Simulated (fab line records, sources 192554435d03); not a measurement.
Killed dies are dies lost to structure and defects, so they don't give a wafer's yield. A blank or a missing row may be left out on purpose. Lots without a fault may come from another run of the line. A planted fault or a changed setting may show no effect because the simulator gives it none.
Which tool did it? | flow n5_finfet | 10 lots, 30 wafers sampled, at 5 steps of a route of 1938

WHAT THE GAUGES READ, wafer by wafer
N5_PASSIVATION_CD_MEAS_30: target cd 4000 nm. Usual: cd_nm 3999.3 nm, standard deviation 2.4.
lot  | measured     | on        | cd_nm (nm)           | flag
L631 | day 14 19:43 | cd_sem-02 | 4001.4 3997.5 3997.5 |
L633 | day 15 08:12 | cd_sem-02 | 4002.6 3999.8 3998.9 |
L634 | day 15 18:15 | cd_sem-02 | 4001.8 4002.1 3999.6 |
L635 | day 17 02:07 | cd_sem-01 | 4001.5 3999.8 3996.6 |
L639 | day 17 03:13 | cd_sem-01 | 4001.5 3997.8 4000.5 |
L640 | day 17 03:35 | cd_sem-02 | 3996.3 4001.5 3999.1 |
L644 | day 18 18:35 | cd_sem-01 | 3995.2 3995.2 4001.2 |
L651 | day 19 19:04 | cd_sem-02 | 4000.5 3997.7 3999.9 |
L649 | day 20 07:49 | cd_sem-01 | 4022.2 4020.0 4016.3 | OFF
L652 | day 21 23:46 | cd_sem-02 | 4022.7 4019.4 4023.2 | OFF

N5_PASSIVATION_INSPECT_64: inspects for defects (macro). Usual: raw_defect_count 2.3, standard deviation 1.5.
lot  | measured     | on                | raw_defect_count | flag
L631 | day 14 19:47 | defect_inspect-02 | 0 2 3            |
L633 | day 15 08:16 | defect_inspect-02 | 1 1 5            |
L634 | day 15 18:19 | defect_inspect-02 | 0 3 5            |
L635 | day 17 02:10 | defect_inspect-01 | 3 1 2            |
L639 | day 17 03:16 | defect_inspect-01 | 2 4 1            |
L640 | day 17 03:38 | defect_inspect-01 | 1 0 3            |
L644 | day 18 18:40 | defect_inspect-02 | 2 2 0            |
L651 | day 19 19:07 | defect_inspect-02 | 2 1 3            |
L649 | day 20 07:52 | defect_inspect-01 | 2 5 5            |
L652 | day 21 23:49 | defect_inspect-02 | 4 4 1            |

WHICH TOOL RAN EACH LOT (tool, then ch and the chambers of the sampled wafers, then the start)
lot  | N5_PASSIVATION_DESCUM_12           | N5_PASSIVATION_DEGAS_18      | N5_PASSIVATION_EXPOSE_27
L631 | rie_diel-06 ch 2,3, day 14 18:22   | pvd_sputter-03, day 14 18:57 | krf_scanner-01 ch 0, day 14 19:34
L633 | rie_diel-06 ch 0,3, day 15 06:51   | pvd_sputter-03, day 15 07:26 | krf_scanner-02 ch 0, day 15 08:02
L634 | rie_diel-02 ch 0,2,3, day 15 16:38 | pvd_sputter-03, day 15 17:29 | krf_scanner-01 ch 0, day 15 18:05
L635 | rie_diel-06 ch 0,2,3, day 16 21:13 | pvd_sputter-03, day 17 01:28 | krf_scanner-02 ch 0, day 17 01:56
L639 | rie_diel-03 ch 0,2,3, day 17 01:48 | pvd_sputter-03, day 17 02:34 | krf_scanner-02 ch 0, day 17 03:02
L640 | rie_diel-06 ch 0,2,3, day 17 01:53 | pvd_sputter-01, day 17 02:49 | krf_scanner-01 ch 0, day 17 03:25
L644 | rie_diel-02 ch 0,2, day 18 17:04   | pvd_sputter-01, day 18 17:48 | krf_scanner-01 ch 0, day 18 18:25
L651 | rie_diel-03 ch 0,2,3, day 19 17:26 | pvd_sputter-01, day 19 18:24 | krf_scanner-01 ch 0, day 19 18:53
L649 | rie_diel-02 ch 0,2, day 20 05:47   | pvd_sputter-02, day 20 07:10 | krf_scanner-01 ch 0, day 20 07:38
L652 | rie_diel-02 ch 0,1,3, day 21 22:23 | pvd_sputter-02, day 21 23:07 | krf_scanner-01 ch 0, day 21 23:36
- N5_PASSIVATION_DESCUM_12: chemistry O2, time 7.9 s.
- N5_PASSIVATION_DEGAS_18: time 60 s.
- N5_PASSIVATION_EXPOSE_27: exposes mask PAD, defocus 0 nm.

WHAT THE TOOLS THEMSELVES READ (means of the sampled wafers that have a number; where no wafer has one, the mark that the record gives instead)
N5_PASSIVATION_DESCUM_12. Usual: drypump_motor_current_A 5.7 A, standard deviation 0.37; oes_product_au 0.82 a.u., standard deviation 0.085; rf_fwd_power_W 49.69 W, standard deviation 0.18; rf_vpp_V 243.0 V, standard deviation 1.6; showerhead_plenum_p_Torr 2.09 Torr, standard deviation 0.082; throttle_valve_pct 20.33 %, standard deviation 0.26.
lot  | tool        | drypump_motor_current_A (A) | oes_product_au (a.u.) | rf_fwd_power_W (W) | rf_vpp_V (V) | showerhead_plenum_p_Torr (Torr) | throttle_valve_pct (%) | flag
L631 | rie_diel-06 | 5.3                         | 0.84                  | 49.75              | 242.5        | 2.03                            | 20.06                  |
L633 | rie_diel-06 | 5.7                         | 0.81                  | 49.85              | 243.0        | 2.03                            | 20.21                  |
L634 | rie_diel-02 | 5.7                         | 0.78                  | 49.59              | 242.5        | 2.05                            | 20.61                  |
L635 | rie_diel-06 | 5.6                         | 0.80                  | 49.69              | 243.1        | 2.06                            | 20.15                  |
L639 | rie_diel-03 | 5.9                         | 0.79                  | 49.56              | 243.4        | 2.15                            | 20.25                  |
L640 | rie_diel-06 | 5.6                         | 0.80                  | 49.72              | 243.2        | 2.06                            | 20.15                  |
L644 | rie_diel-02 | 5.7                         | 0.77                  | 49.59              | 240.9        | 1.96                            | 20.61                  |
L651 | rie_diel-03 | 5.8                         | 0.77                  | 49.53              | 244.1        | 2.14                            | 20.29                  |
L649 | rie_diel-02 | 5.8                         | 0.81                  | 49.66              | 241.3        | 2.00                            | 20.62                  |
L652 | rie_diel-02 | 5.7                         | 0.83                  | 49.75              | 242.7        | 2.07                            | 20.40                  |

N5_PASSIVATION_DEGAS_18. Usual: heater_power_w 461 W, standard deviation 47.
lot  | tool           | heater_power_w (W) | flag
L631 | pvd_sputter-03 | 420                |
L633 | pvd_sputter-03 | 461                |
L634 | pvd_sputter-03 | 439                |
L635 | pvd_sputter-03 | 426                |
L639 | pvd_sputter-03 | 426                |
L640 | pvd_sputter-01 | 453                |
L644 | pvd_sputter-01 | 467                |
L651 | pvd_sputter-01 | 453                |
L649 | pvd_sputter-02 | 506                |
L652 | pvd_sputter-02 | 486                |

N5_PASSIVATION_EXPOSE_27. Usual: exposure_dose_mJ_cm2 32.30, standard deviation 0.032.
lot  | tool           | exposure_dose_mJ_cm2 | flag
L631 | krf_scanner-01 | 32.31                |
L633 | krf_scanner-02 | 32.34                |
L634 | krf_scanner-01 | 32.31                |
L635 | krf_scanner-02 | 32.28                |
L639 | krf_scanner-02 | 32.33                |
L640 | krf_scanner-01 | 32.29                |
L644 | krf_scanner-01 | 32.27                |
L651 | krf_scanner-01 | 32.25                |
L649 | krf_scanner-01 | 36.77                | OFF
L652 | krf_scanner-01 | 36.70                | OFF

THE ANSWER, worked out from the rows above alone
Rule: a lot is off if the mean of its wafers that have a number lies more than 3 standard deviations from the usual mean. A lot without any number at a reading at which 4 lots or more have one is off too. The other lots that the step has rows for count as sound. The gauges are gone through in route order, then the tools' own readings, and for those a lot's mean is taken as printed above. The first step at which some lot is off is used, and at that step the reading that is off furthest; a lot without a number counts as furthest.
Off: L649, L652, at N5_PASSIVATION_CD_MEAS_30 (cd_nm).
A tool fits if, at a process step before that reading, it ran every lot that is off, and no sound lot after the first of them. The gauges at N5_PASSIVATION_CD_MEAS_30 aren't tried: what is off there is off at N5_PASSIVATION_EXPOSE_27 too, on other tools, and a gauge's error can't cause that. Can't be told from this: 3 tools fit, rie_diel-02 at N5_PASSIVATION_DESCUM_12, pvd_sputter-02 at N5_PASSIVATION_DEGAS_18, krf_scanner-01 at N5_PASSIVATION_EXPOSE_27.

WHAT THE SIMULATOR HAD PUT IN
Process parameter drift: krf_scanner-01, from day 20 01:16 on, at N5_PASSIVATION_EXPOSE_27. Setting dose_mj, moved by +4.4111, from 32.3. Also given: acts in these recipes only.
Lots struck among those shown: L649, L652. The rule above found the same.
